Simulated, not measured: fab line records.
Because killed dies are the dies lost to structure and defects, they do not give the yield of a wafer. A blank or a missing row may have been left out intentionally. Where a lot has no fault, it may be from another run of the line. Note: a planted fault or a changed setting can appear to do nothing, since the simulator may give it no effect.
fab line records | flow n5Finfet
[record] lots = 4 | wafers = 12 | lastDay = 17
route steps=1938 shown SD_EPI_N@263 BEOL_M4@1111 PASSIVATION@1936
lots with no fault: from the same line, run without faults
startH: hours from the record's opening day to when the first of the lot's shown wafers began | waitH: hours since the lot's step before | " unchanged from the row above | L1.1+2: several wafers, shown together as one row | - no value present, or no start provided | * or withheld: withheld | < > ~ a bound
route shown NAME@n: NAME is a module with steps in the file, n the number in the route of the first one | usual: mean/standard deviation of fault-free wafers | same: alike in all rows | chamber/n: place in a boat | sites: per-site readings | _std_site: the standard deviation of these | _edge_site: inner sites' mean taken away from outer sites' mean | radiusMm: how far each site lies from the wafer's centre | mask NAME#n: copy n | behind: the most recent tool/chamber to have shaped the wafer | hold: what put the lot on hold/how long, in hours/how the hold closed | device: whichever transistor did not switch (one of n, p or np) | end of line: at the end of the route, the tests of the same wafers | step lacking rows: just its recipe | killed: dies that structure and defects cost at the first sort, which is not the same as the wafer's yield | map: a wafer's dies, x killed, . not, _ none there
set.NAME: the run value of the setting; set.NAME@STEP: its run value at that earlier step | model.NAME: the simulator's own value behind a step, which no gauge read
a table for each step, a row for each wafer; lots at some steps of the route
services: from which hour (startH, from the record's first day; less than 0 if before it) a tool's chamber was out of use, for how many hours, and why
[[steps]]
[step N5_SD_EPI_N_COAT_33]
[recipe] resist = SiARC | tempC = 220 | timeS = 60 | spinRpm = 1500 | resistThkNm = 35
[step N5_SD_EPI_N_COAT_03]
[recipe] resist = CAR-ArF-block | spinRpm = 1500 | resistThkNm = 150
[step N5_SD_EPI_N_EBR_05]
[recipe] solvent = PGMEA | ebrWidthMm = 1.5
[step N5_SD_EPI_N_SOFTBAKE_04]
[recipe] tempC = 110 | timeS = 60 | resist = CAR-ArF-block
[step N5_SD_EPI_N_EXPOSE_06]
[recipe] maskId = SD_N_BLK | na = 1.35 | sourceShape = conventional | sigmaOuter = 0.8 | polarization = unpolarized | targetCdNm = 120 | doseMj = 39.75
[step N5_SD_EPI_N_PEB_07]
[recipe] pebTempC = 110 | pebTimeS = 60 | resist = CAR-ArF-block
[step N5_SD_EPI_N_DEVELOP_08]
[recipe] developTimeS = 30 | developer = TMAH | resist = CAR-ArF-block | devTempC = 23 | rinseLiquid = diw | dry = airSpin
[step N5_SD_EPI_N_DESCUM_14]
[recipe] chemistry = O2 | timeS = 7.9 | sourcePowerW = 50 | biasPowerW = 20 | pressureMtorr = 20 | rfFrequencyHz = 2.712e+07 | tempC = 40 | resist = CAR-ArF-block | o2FlowSccm = 225
[step N5_SD_EPI_N_ETCH_34]
[recipe] chemistry = CF4 | target = SiARC | targetDepthA = 455 | maskMaterial = CAR-ArF-block | timeS = 75.8 | ionEnergyEv = 80 | pressureMtorr = 40 | sourceW = 545 | biasW = 36 | Ar_flow_sccm = 100 | cf4FlowSccm = 100 | ends = cleared
[step N5_SD_EPI_N_ETCH_35]
[recipe] chemistry = N2/H2 | target = SOC | overetchA = 1080 | maskMaterial = SiARC | tempC = 40 | ionEnergyEv = 100 | sourceW = 3000 | biasW = 133 | pressureMtorr = 20 | timeS = 486 | n2FlowSccm = 200 | h2FlowSccm = 200
[usual] biasW = 133.0/0.44 | chamberPressureMTorr = 20.001/0.019 | drypumpMotorCurrentA = 5.6/0.7 | oesProductAu = 0.73/0.085 | rfFwdPowerW = 2997/9.8 | rfVppV = 240.0/1.3 | showerheadPlenumPTorr = 2.50/0.075 | throttleValvePct = 23.9/0.3
lot.wafer | tool       | chamber | startH | waitH | biasW | chamberPressureMTorr | drypumpMotorCurrentA | oesProductAu | rfFwdPowerW | rfHoursCounterH | rfVppV | showerheadPlenumPTorr | throttleValvePct | model.CAR-ArF-block_of_SD_EPI_N_COAT_03.thkNm | model.SiARC_of_SD_EPI_N_COAT_33.thkNm | model.SD_EPI_N.cdNm
L312.2    | rieDiel-06 | 0       | 82.89  | 0.0   | 132.8 | 19.979               | 5.1                  | 0.81         | 3010        | 26              | 241.0  | 2.49                  | 24.0             | 0                                             | 19.6                                  | 119.8
L312.3    | "          | 2       | "      | "     | 132.1 | 19.981               | 5.3                  | 0.66         | 2998        | 187             | 240.0  | 2.43                  | 24.3             | 0                                             | 19.8                                  | 119.4
L312.5    | "          | 2       | "      | "     | 133.7 | 20.000               | 5.4                  | 0.67         | 2986        | -               | 239.6  | 2.43                  | 24.2             | 0                                             | 19.8                                  | 120.4
L320.1    | rieDiel-06 | 0       | 127.56 | 0.0   | -     | -                    | -                    | -            | -           | -               | -      | -                     | -                | 110.6                                         | 35                                    | 120.4
L320.5    | "          | 3       | "      | "     | -     | -                    | -                    | -            | -           | -               | -      | -                     | -                | 110.8                                         | 35                                    | 119.8
L320.6    | "          | 0       | "      | "     | -     | -                    | -                    | -            | -           | -               | -      | -                     | -                | 110.4                                         | 35                                    | 122
L321.1    | rieDiel-06 | 2       | 134.29 | 0.0   | -     | -                    | -                    | -            | -           | -               | -      | -                     | -                | 110.6                                         | 35                                    | 120.2
L321.3    | "          | 0       | "      | "     | -     | -                    | -                    | -            | -           | -               | -      | -                     | -                | 110.6                                         | 35                                    | 118.6
L321.4    | "          | 3       | "      | "     | -     | -                    | -                    | -            | -           | -               | -      | -                     | -                | 111.2                                         | 34.8                                  | 119.8
L330.1    | rieDiel-03 | 2       | 190.88 | 0.0   | 132.4 | 20.039               | 4.8                  | 0.79         | 3005        | 36              | 238.9  | 2.50                  | 23.6             | 0                                             | 19.2                                  | 121
L330.4    | "          | 1       | "      | "     | 132.0 | 20.001               | 6.6                  | 0.61         | 3005        | 233             | 239.3  | 2.41                  | 24.4             | 0                                             | 19.8                                  | 120.6
L330.5    | "          | 3       | "      | "     | 133.1 | 19.994               | 6.6                  | 0.80         | 2995        | -               | 244.1  | 2.69                  | 23.3             | 0                                             | 19                                    | 120
[step N5_SD_EPI_N_STRIP_36]
[recipe] chemistry = N2/H2 | tempC = 40 | n2FlowSccm = 200 | h2FlowSccm = 200 | rfFrequencyHz = 6e+07
[step N5_SD_EPI_N_ETCHBACK_44]
[recipe] chemistry = CH3F/O2 | mode = anisotropicEtchback | target = SiNx | targetDepthA = 145 | stopOn = SiO2 | overEtchFrac = 0.3 | ionEnergyEv = 120 | pressureMtorr = 30 | sourceW = 395 | biasW = 73 | Ar_flow_sccm = 150 | CH3F_flow_sccm = 30 | O2_flow_sccm = 20
[usual] chamberPressureMTorr = 30.000/0.025 | drypumpMotorCurrentA = 5.6/0.71 | mfcArSccm = 149.9/0.41 | oes_o_777_au = 0.82/0.097 | oesProductAu = 0.70/0.082 | rfFwdPowerW = 393.4/1.2 | rfVppV = 296/6 | showerheadPlenumPTorr = 1.97/0.065 | throttleValvePct = 16.35/0.25
lot.wafer | tool       | chamber | startH | waitH | chamberPressureMTorr | drypumpMotorCurrentA | mfcArSccm | oes_o_777_au | oesProductAu | rfFwdPowerW | rfHoursCounterH | rfVppV | showerheadPlenumPTorr | throttleValvePct
L312.2    | rieDiel-06 | 0       | 83.22  | 0.0   | 30.023               | 5.2                  | 150.6     | 0.89         | 0.78         | 395.7       | 26              | 300    | 1.97                  | 16.27
L312.3    | "          | 2       | "      | "     | 30.021               | 5.4                  | 149.4     | 0.73         | 0.63         | 393.6       | 187             | 293    | 1.91                  | 16.56
L312.5    | "          | 2       | "      | "     | 30.025               | 5.4                  | 149.2     | 0.73         | 0.64         | 392.7       | -               | 292    | 1.91                  | 16.55
L320.1    | rieDiel-06 | 0       | 127.89 | 0.0   | 30.015               | 5.2                  | 149.9     | 0.86         | 0.32         | 393.9       | 41              | 300    | 1.96                  | 16.25
L320.5    | "          | 3       | "      | "     | 29.999               | 6.7                  | 149.5     | 0.70         | 0.26         | 392.8       | -               | 294    | 1.96                  | 16.62
L320.6    | "          | 0       | "      | "     | 30.006               | 5.2                  | 150.4     | 0.86         | 0.33         | 395.1       | -               | 298    | 1.96                  | 16.25
L321.1    | rieDiel-06 | 2       | 134.62 | 0.0   | 29.975               | 5.4                  | 150.4     | 0.72         | 0.27         | 392.4       | 205             | 291    | 1.91                  | 16.54
L321.3    | "          | 0       | "      | "     | 30.010               | 5.2                  | 149.8     | 0.86         | 0.33         | 394.6       | 43              | 300    | 1.96                  | 16.24
L321.4    | "          | 3       | "      | "     | 30.028               | 6.7                  | 150.5     | 0.70         | 0.26         | 394.3       | 250             | 294    | 1.96                  | 16.62
L330.1    | rieDiel-03 | 2       | 191.20 | 0.0   | 29.985               | 4.8                  | 149.7     | 0.90         | 0.75         | 391.3       | 36              | 305    | 1.94                  | 15.86
L330.4    | "          | 1       | "      | "     | 29.980               | 6.6                  | 150.0     | 0.68         | 0.58         | 393.3       | 233             | 286    | 1.90                  | 16.69
L330.5    | "          | 3       | "      | "     | 29.983               | 6.5                  | 149.8     | 0.86         | 0.76         | 395.6       | -               | 306    | 2.14                  | 16.11
[step N5_SD_EPI_N_ETCH_45]
[recipe] chemistry = CH3F/O2 | target = SiOCN | targetDepthA = 60 | maskMaterial = SOC | ionEnergyEv = 60 | biasW = 29 | pressureMtorr = 15 | sourceW = 410 | Ar_flow_sccm = 150 | CH3F_flow_sccm = 30 | O2_flow_sccm = 20
[step N5_SD_EPI_N_ETCH_16]
[recipe] chemistry = CHF3/O2 | target = SiO2 | targetDepthA = 50 | maskMaterial = SOC | pressureMtorr = 30 | sourceW = 650 | biasW = 170 | Ar_flow_sccm = 200 | CHF3_flow_sccm = 50 | O2_flow_sccm = 5 | ionEnergyEv = 200
[usual] CHF3_flow_sccm = 50.00/0.14 | O2_flow_sccm = 5.002/0.015 | chamberPressureMTorr = 30.001/0.023 | drypumpMotorCurrentA = 5.6/0.71 | mfcArSccm = 199.9/0.56 | oes_o_777_au = 0.82/0.1 | oesProductAu = 0.82/0.1 | rfFwdPowerW = 642/3.5 | rfVppV = 522/11 | showerheadPlenumPTorr = 2.37/0.076 | throttleValvePct = 18.92/0.25
lot.wafer | tool       | chamber | startH | waitH | CHF3_flow_sccm | O2_flow_sccm | chamberPressureMTorr | drypumpMotorCurrentA | mfcArSccm | oes_o_777_au | oesProductAu | rfFwdPowerW | rfHoursCounterH | rfVppV | showerheadPlenumPTorr | throttleValvePct | model.SiARC_of_SD_EPI_N_COAT_33.thkNm
L312.2    | rieDiel-06 | 0       | 83.42  | 0.1   | 50.02          | 5.006        | 29.979               | 5.1                  | 200.7     | 0.86         | 0.89         | 646         | 26              | 528    | 2.38                  | 18.89            | 12.2
L312.3    | "          | 2       | "      | "     | 49.82          | 5.016        | 29.985               | 5.4                  | 199.9     | 0.74         | 0.74         | 639         | 187             | 514    | 2.31                  | 19.08            | 12.6
L312.5    | "          | 2       | "      | "     | 49.85          | 5.001        | 29.935               | 5.4                  | 200.0     | 0.73         | 0.73         | 639         | -               | 512    | 2.31                  | 19.09            | 12.6
L320.1    | rieDiel-06 | 0       | 128.09 | 0.1   | 50.03          | 5.011        | 29.985               | 5.2                  | 200.3     | 0.85         | 0.87         | 647         | 41              | 529    | 2.37                  | 18.91            | 27.8
L320.5    | "          | 3       | "      | "     | 49.93          | 5.014        | 30.008               | 6.7                  | 200.4     | 0.70         | 0.70         | 644         | -               | 517    | 2.36                  | 19.19            | 28
L320.6    | "          | 0       | "      | "     | 49.99          | 5.005        | 30.003               | 5.2                  | 200.7     | 0.86         | 0.87         | 646         | -               | 528    | 2.37                  | 18.92            | 27.8
L321.1    | rieDiel-06 | 2       | 134.82 | 0.1   | 50.14          | 5.033        | 30.001               | 5.4                  | 199.8     | 0.72         | 0.73         | 640         | 205             | 512    | 2.30                  | 19.11            | 27.8
L321.3    | "          | 0       | "      | "     | 49.75          | 4.993        | 30.023               | 5.2                  | 200.2     | 0.85         | 0.86         | 649         | 43              | 529    | 2.37                  | 18.91            | 27.8
L321.4    | "          | 3       | "      | "     | 50.23          | 5.016        | 29.985               | 6.7                  | 199.4     | 0.70         | 0.68         | 642         | 250             | 515    | 2.36                  | 19.19            | 27.8
L330.1    | rieDiel-03 | 2       | 191.40 | 0.1   | 50.21          | 5.003        | 30.022               | 4.8                  | 199.7     | 0.91         | 0.89         | 643         | 36              | 535    | 2.34                  | 18.40            | 11.6
L330.4    | "          | 1       | "      | "     | 49.78          | 4.970        | 30.017               | 6.6                  | 199.0     | 0.67         | 0.67         | 646         | 233             | 505    | 2.29                  | 19.22            | 12.6
L330.5    | "          | 3       | "      | "     | 50.08          | 5.010        | 30.030               | 6.5                  | 199.9     | 0.86         | 0.91         | 645         | -               | 540    | 2.57                  | 18.72            | 11.2
[step N5_SD_EPI_N_STRIP_47]
[recipe] chemistry = CHF3/O2 | resist = SiARC | rfFrequencyHz = 6e+07
[step N5_SD_EPI_N_SD_RECESS_17]
[recipe] chemistry = HBr/Cl2/O2 | targetDepthA = 410 | maskMaterial = SOC | timeS = 23.7 | btTimeS = 3 | pressureMtorr = 10 | icpW = 800 | biasW = 112 | HBr_flow_sccm = 150 | Cl2_flow_sccm = 80 | O2_flow_sccm = 12
[usual] chamberPressureMTorr = 10.001/0.0087 | drypumpMotorCurrentA = 5.9/0.33 | mfcCl2Sccm = 79.96/0.24 | oes_o_777_au = 1.005/0.022 | oesProductAu = 1.001/0.018 | rfFwdPowerW = 795.4/2.7 | throttleValvePct = 37.2/0.42
lot.wafer | tool     | chamber | startH | waitH | chamberPressureMTorr | drypumpMotorCurrentA | mfcCl2Sccm | oes_o_777_au | oesProductAu | rfFwdPowerW | rfHoursCounterH | throttleValvePct | model.SD_EPI_N.cdNm
L312.2    | rieSi-04 | 1       | 83.49  | 0.0   | 10.000               | 5.9                  | 79.43      | 0.969        | 0.972        | 794.0       | 65              | 37.1             | 119.8
L312.3    | "        | 0       | "      | "     | 9.984                | 6.5                  | 79.67      | 1.007        | 1.006        | 793.8       | 1               | 37.4             | 119.4
L312.5    | "        | 0       | "      | "     | 10.009               | 6.5                  | 79.94      | 1.012        | 1.013        | 793.6       | -               | 37.4             | 120.6
L320.1    | rieSi-04 | 3       | 128.16 | 0.0   | 10.002               | 6.0                  | 80.13      | 1.014        | 1.006        | 796.6       | 50              | 37.1             | 120.6
L320.5    | "        | 2       | "      | "     | 10.000               | 6.0                  | 80.17      | 1.009        | 0.995        | 796.4       | -               | 37.6             | 119.8
L320.6    | "        | 3       | "      | "     | 10.001               | 6.0                  | 80.39      | 1.019        | 1.018        | 798.9       | -               | 37.1             | 122.4
L321.1    | rieSi-03 | 1       | 134.89 | 0.0   | 9.985                | 5.6                  | 80.61      | 1.003        | 1.007        | 793.9       | 7               | 37.3             | 120.4
L321.3    | "        | 2       | "      | "     | 9.993                | 5.5                  | 79.52      | 1.010        | 1.003        | 795.5       | 58              | 36.1             | 118.8
L321.4    | "        | 0       | "      | "     | 10.003               | 6.0                  | 80.10      | 1.039        | 1.032        | 793.9       | 28              | 37.4             | 119.6
L330.1    | rieSi-03 | 0       | 191.48 | 0.0   | 10.014               | 6.0                  | 79.85      | 1.037        | 1.033        | 788.0       | 29              | 37.4             | 121
L330.4    | "        | 2       | "      | "     | 10.004               | 5.5                  | 80.09      | 1.014        | 1.007        | 795.7       | 59              | 36.1             | 120.4
L330.5    | "        | 0       | "      | "     | 9.998                | 6.0                  | 79.57      | 1.049        | 1.041        | 788.3       | -               | 37.4             | 119.8
[step N5_SD_EPI_N_STRIP_38]
[recipe] chemistry = N2/H2 | powerW = 1000 | tempC = 250 | h2Frac = 0.65 | overashFraction = 0.3 | pressureMtorr = withheld | n2FlowSccm = 1750 | h2FlowSccm = 3250
[step N5_BEOL_M4_RC_MEAS_101]
[usual] DIBL_N = 36.0/1.6 | DIBL_P = 36.1/2 | IOFF_N = 0.160/0.029 | IOFF_P = 0.21/0.039 | ION_N = 675/13 | ION_P = 464/8.8 | SS_N = 71.5/0.58 | SS_P = 73.3/0.65 | VT_N = 250/3.3 | VT_P = -249/3.6
lot.wafer | tool      | chamber | startH | waitH | DIBL_N[mV/V] | DIBL_P[mV/V] | IOFF_N[nA/um] | IOFF_P[nA/um] | ION_N[uA/um] | ION_P[uA/um] | SS_N[mV/dec] | SS_P[mV/dec] | VT_N[mV] | VT_P[mV]
L312.2    | prober-02 | 0       | 204.80 | 0.2   | 36.0         | 34.9         | 0.136         | 0.20          | 663          | 461          | 71.1         | 72.7         | 252      | -248
L312.3    | "         | 0       | "      | "     | 37.8         | 37.3         | 0.179         | 0.24          | 683          | 467          | 71.7         | 73.8         | 248      | -248
L312.5    | "         | 0       | "      | "     | 36.9         | 36.2         | 0.153         | 0.22          | 688          | 471          | 71.0         | 73.2         | 250      | -245
L330.1    | prober-01 | 0       | 301.85 | 0.0   | 37.7         | 37.7         | 0.188         | 0.25          | 670          | 463          | 72.1         | 73.4         | 248      | -244
L330.4    | "         | 0       | "      | "     | 36.6         | 37.8         | 0.174         | 0.26          | 666          | 471          | 72.0         | 73.7         | 248      | -244
L330.5    | "         | 0       | "      | "     | 35.3         | 35.9         | 0.151         | 0.22          | 675          | 465          | 70.9         | 72.9         | 249      | -248
[step N5_PASSIVATION_PROBE_49]
[usual] defectLimitedYield = 91.0/1.3 | killed_at_M0_to_M3 = 36/9.5 | killed_at_M4_up = 14/5.6 | killedAtContacts = 12/6.4 | killedAtFrontEnd = 40/10 | killedAtOther = 3.2/3 | killedDies = 107/15 | killedOnRim = 15/4.5 | killedOpen = 69/12 | killedShort = 35/7.7 | sort_bin_5_function = 5.3/0.91 | sort_bin_6_memory = 3.3/0.65 | sortNPass = 1073/15 | sortYieldPct = 91.0/1.3
[same] grossDies = 1180 | killedAtBackSide = 0 | sort_bin_4_leakage[%] = 0 | sort_bin_8_speed[%] = 0
lot.wafer | tool      | chamber | startH | waitH | defectLimitedYield[%] | killed_at_M0_to_M3 | killed_at_M4_up | killedAtContacts | killedAtFrontEnd | killedAtOther | killedDies | killedOnRim | killedOpen | killedShort | sort_bin_5_function[%] | sort_bin_6_memory[%] | sortNPass | sortYieldPct[%]
L320.1    | prober-02 | -       | 354.61 | 0.0   | 0                     | 33                 | 16              | 18               | 1108             | 5             | 1180       | 152         | 85         | 43          | 96.0                   | 3.8                  | 0         | 0
L320.5    | prober-02 | -       | 354.81 | 0.2   | 0                     | 45                 | 16              | 11               | 1106             | 2             | 1180       | 152         | 73         | 44          | 95.1                   | 4.7                  | 0         | 0
L320.6    | prober-02 | -       | 354.86 | 0.3   | 0                     | 48                 | 14              | 29               | 1088             | 1             | 1180       | 152         | 76         | 39          | 95.4                   | 4.2                  | 0         | 0
L321.1    | prober-02 | -       | 358.16 | 0.0   | 0                     | 55                 | 19              | 4                | 1099             | 3             | 1180       | 152         | 84         | 41          | 95.3                   | 4.5                  | 0         | 0
L321.3    | prober-02 | -       | 358.26 | 0.1   | 0                     | 44                 | 15              | 8                | 1110             | 3             | 1180       | 152         | 79         | 41          | 96.1                   | 3.5                  | 0         | 0
L321.4    | prober-02 | -       | 358.31 | 0.2   | 0                     | 29                 | 27              | 5                | 1113             | 6             | 1180       | 152         | 74         | 31          | 96.2                   | 3.4                  | 0         | 0
// killed by level:class
L320.1 SD_EPI_N:areaEtch=1049 STI_FIN_REVEAL:geometricParticle:open=15 MOL_CONTACT_COAG:geometricParticle:open=11 GATE_CUT:geometricParticle:short=10 BEOL_M2:geometricParticle:open=9 BEOL_M3:geometricParticle:open=8 MOL_CONTACT_COAG:geometricParticle:short=7 FIN_SAQP:geometricParticle:short=6
L320.5 SD_EPI_N:areaEtch=1059 BEOL_M0_SAQP:geometricParticle:open=14 STI_FIN_REVEAL:geometricParticle:open=11 BEOL_M2:geometricParticle:open=9 MOL_CONTACT_COAG:geometricParticle:open=8 BEOL_M0_SAQP:geometricParticle:short=8 GATE_CUT:geometricParticle:short=6 DUMMY_GATE:geometricParticle:open=5
L320.6 SD_EPI_N:areaEtch=1060 MOL_CONTACT_COAG:geometricParticle:open=23 BEOL_M0_SAQP:geometricParticle:short=12 BEOL_M0_SAQP:geometricParticle:open=11 BEOL_M2:geometricParticle:open=11 STI_FIN_REVEAL:geometricParticle:open=8 MOL_CONTACT_COAG:geometricParticle:short=6 BEOL_M3:geometricParticle:open=5
L321.1 SD_EPI_N:areaEtch=1055 BEOL_M1:geometricParticle:open=20 STI_FIN_REVEAL:geometricParticle:open=14 BEOL_M0_SAQP:geometricParticle:short=10 BEOL_M0_SAQP:geometricParticle:open=8 FIN_SAQP:geometricParticle:short=7 BEOL_M2:geometricParticle:open=6 GATE_CUT:geometricParticle:short=5
L321.3 SD_EPI_N:areaEtch=1060 STI_FIN_REVEAL:geometricParticle:open=16 BEOL_M1:geometricParticle:short=10 FIN_SAQP:geometricParticle:open=9 BEOL_M2:geometricParticle:open=8 BEOL_M4:geometricParticle:open=7 BEOL_M0_SAQP:geometricParticle:short=7 MOL_CONTACT_COAG:geometricParticle:open=6
L321.4 SD_EPI_N:areaEtch=1075 STI_FIN_REVEAL:geometricParticle:open=10 BEOL_M1:geometricParticle:open=9 BEOL_M4:geometricParticle:open=9 FIN_SAQP:geometricParticle:open=8 BEOL_M0_SAQP:geometricParticle:short=6 FIN_SAQP:geometricParticle:short=5 DUMMY_GATE:geometricParticle:open=4
// map L320.1 (x killed, . not)
_________________xxxxxxxxxxxx________________
______________xxxxxxxxxxxxxxxxxx_____________
___________xxxxxxxxxxxxxxxxxxxxxxxx__________
__________xxxxxxxxxxxxxxxxxxxxxxxxxx_________
________xxxxxxxxxxxxxxxxxxxxxxxxxxxxxx_______
_______xxxxxxxxxxxxxxxxxxxxxxxxxxxxxxxx______
______xxxxxxxxxxxxxxxxxxxxxxxxxxxxxxxxxx_____
_____xxxxxxxxxxxxxxxxxxxxxxxxxxxxxxxxxxxx____
____xxxxxxxxxxxxxxxxxxxxxxxxxxxxxxxxxxxxxx___
___xxxxxxxxxxxxxxxxxxxxxxxxxxxxxxxxxxxxxxxx__
___xxxxxxxxxxxxxxxxxxxxxxxxxxxxxxxxxxxxxxxx__
__xxxxxxxxxxxxxxxxxxxxxxxxxxxxxxxxxxxxxxxxxx_
__xxxxxxxxxxxxxxxxxxxxxxxxxxxxxxxxxxxxxxxxxx_
_xxxxxxxxxxxxxxxxxxxxxxxxxxxxxxxxxxxxxxxxxxxx
_xxxxxxxxxxxxxxxxxxxxxxxxxxxxxxxxxxxxxxxxxxxx
_xxxxxxxxxxxxxxxxxxxxxxxxxxxxxxxxxxxxxxxxxxxx
_xxxxxxxxxxxxxxxxxxxxxxxxxxxxxxxxxxxxxxxxxxxx
_xxxxxxxxxxxxxxxxxxxxxxxxxxxxxxxxxxxxxxxxxxxx
_xxxxxxxxxxxxxxxxxxxxxxxxxxxxxxxxxxxxxxxxxxxx
_xxxxxxxxxxxxxxxxxxxxxxxxxxxxxxxxxxxxxxxxxxxx
_xxxxxxxxxxxxxxxxxxxxxxxxxxxxxxxxxxxxxxxxxxxx
__xxxxxxxxxxxxxxxxxxxxxxxxxxxxxxxxxxxxxxxxxx_
__xxxxxxxxxxxxxxxxxxxxxxxxxxxxxxxxxxxxxxxxxx_
___xxxxxxxxxxxxxxxxxxxxxxxxxxxxxxxxxxxxxxxx__
___xxxxxxxxxxxxxxxxxxxxxxxxxxxxxxxxxxxxxxxx__
____xxxxxxxxxxxxxxxxxxxxxxxxxxxxxxxxxxxxxx___
_____xxxxxxxxxxxxxxxxxxxxxxxxxxxxxxxxxxxx____
______xxxxxxxxxxxxxxxxxxxxxxxxxxxxxxxxxx_____
_______xxxxxxxxxxxxxxxxxxxxxxxxxxxxxxxx______
________xxxxxxxxxxxxxxxxxxxxxxxxxxxxxx_______
__________xxxxxxxxxxxxxxxxxxxxxxxxxx_________
___________xxxxxxxxxxxxxxxxxxxxxxxx__________
______________xxxxxxxxxxxxxxxxxx_____________
_________________xxxxxxxxxxxx________________
// map L321.1 (x killed, . not)
_________________xxxxxxxxxxxx________________
______________xxxxxxxxxxxxxxxxxx_____________
___________xxxxxxxxxxxxxxxxxxxxxxxx__________
__________xxxxxxxxxxxxxxxxxxxxxxxxxx_________
________xxxxxxxxxxxxxxxxxxxxxxxxxxxxxx_______
_______xxxxxxxxxxxxxxxxxxxxxxxxxxxxxxxx______
______xxxxxxxxxxxxxxxxxxxxxxxxxxxxxxxxxx_____
_____xxxxxxxxxxxxxxxxxxxxxxxxxxxxxxxxxxxx____
____xxxxxxxxxxxxxxxxxxxxxxxxxxxxxxxxxxxxxx___
___xxxxxxxxxxxxxxxxxxxxxxxxxxxxxxxxxxxxxxxx__
___xxxxxxxxxxxxxxxxxxxxxxxxxxxxxxxxxxxxxxxx__
__xxxxxxxxxxxxxxxxxxxxxxxxxxxxxxxxxxxxxxxxxx_
__xxxxxxxxxxxxxxxxxxxxxxxxxxxxxxxxxxxxxxxxxx_
_xxxxxxxxxxxxxxxxxxxxxxxxxxxxxxxxxxxxxxxxxxxx
_xxxxxxxxxxxxxxxxxxxxxxxxxxxxxxxxxxxxxxxxxxxx
_xxxxxxxxxxxxxxxxxxxxxxxxxxxxxxxxxxxxxxxxxxxx
_xxxxxxxxxxxxxxxxxxxxxxxxxxxxxxxxxxxxxxxxxxxx
_xxxxxxxxxxxxxxxxxxxxxxxxxxxxxxxxxxxxxxxxxxxx
_xxxxxxxxxxxxxxxxxxxxxxxxxxxxxxxxxxxxxxxxxxxx
_xxxxxxxxxxxxxxxxxxxxxxxxxxxxxxxxxxxxxxxxxxxx
_xxxxxxxxxxxxxxxxxxxxxxxxxxxxxxxxxxxxxxxxxxxx
__xxxxxxxxxxxxxxxxxxxxxxxxxxxxxxxxxxxxxxxxxx_
__xxxxxxxxxxxxxxxxxxxxxxxxxxxxxxxxxxxxxxxxxx_
___xxxxxxxxxxxxxxxxxxxxxxxxxxxxxxxxxxxxxxxx__
___xxxxxxxxxxxxxxxxxxxxxxxxxxxxxxxxxxxxxxxx__
____xxxxxxxxxxxxxxxxxxxxxxxxxxxxxxxxxxxxxx___
_____xxxxxxxxxxxxxxxxxxxxxxxxxxxxxxxxxxxx____
______xxxxxxxxxxxxxxxxxxxxxxxxxxxxxxxxxx_____
_______xxxxxxxxxxxxxxxxxxxxxxxxxxxxxxxx______
________xxxxxxxxxxxxxxxxxxxxxxxxxxxxxx_______
__________xxxxxxxxxxxxxxxxxxxxxxxxxx_________
___________xxxxxxxxxxxxxxxxxxxxxxxx__________
______________xxxxxxxxxxxxxxxxxx_____________
_________________xxxxxxxxxxxx________________
[[services]]
tool       | chamber | startH | hours | kind
rieDiel-03 | 2       | 78.36  | -     | clean
rieDiel-03 | 2       | 78.36  | -     | consumableReplace:focusRing
rieDiel-03 | 2       | 78.36  | 23.1  | scheduledDown
rieDiel-03 | 2       | 78.36  | 23.1  | ventCycle
rieSi-03   | -       | 81.65  | 0.4   | repair
rieDiel-06 | 3       | 81.71  | 6.0   | repair
rieDiel-03 | -       | 97.60  | 2.8   | pm
rieDiel-03 | 3       | 101.64 | -     | clean
rieDiel-03 | 3       | 101.64 | -     | consumableReplace:focusRing
rieDiel-03 | 3       | 101.64 | -     | consumableReplace:showerhead
rieDiel-03 | 3       | 101.64 | 20.1  | scheduledDown
rieDiel-03 | 3       | 101.64 | 20.1  | ventCycle
rieDiel-06 | 3       | 135.20 | -     | clean
rieDiel-06 | 3       | 135.20 | -     | consumableReplace:focusRing
rieDiel-06 | 3       | 135.20 | 16.4  | scheduledDown
rieDiel-06 | 3       | 135.20 | 16.4  | ventCycle
[[key]]
[firstSign] step = N5_SD_EPI_N_ETCH_35 | reading = toolRecord | direction = missing
[effect] step = N5_SD_EPI_N_ETCHBACK_44 | reading = oesProductAu | direction = down | sigmas = 5 | usual = 0.70 | struck = 0.30
[effect] step = N5_PASSIVATION_PROBE_49 | reading = killedAtFrontEnd | direction = up | sigmas = 99+ | usual = 40 | struck = 1104
[modelEffect] step = N5_SD_EPI_N_ETCH_35 | value = CAR-ArF-block_of_SD_EPI_N_COAT_03.thkNm | without = 0 | struck = 110.7
[modelEffect] step = N5_SD_EPI_N_ETCH_16 | value = SiARC_of_SD_EPI_N_COAT_33.thkNm | without = 12.97 | struck = 27.83
[modelEffect] step = N5_SD_EPI_N_SD_RECESS_17 | value = SD_EPI_N.cdNm | without = 118.7 | struck = 120.3
[moreKillsBornAt] N5_SD_EPI_N_ETCH_35@rieDiel-06 = 6358
metAt N5_SD_EPI_N_ETCH_35
struckWafers L320.1,L320.5,L320.6,L321.1,L321.3,L321.4
laterRowsLeftOut L320.1,L320.5,L320.6,L321.1,L321.3,L321.4
onsetBetween 82.89 127.56
[fault] kind = skippedStepWhole | tool = rieDiel-06 | chamber = - | onsetH = 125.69 | steps = N5_SD_EPI_N_ETCH_35 | scope = struckLotsOnly
// laterRowsLeftOut: the simulator's readings of these wafers behind a module that went badly wrong aren't trusted and aren't shown, but for the sort
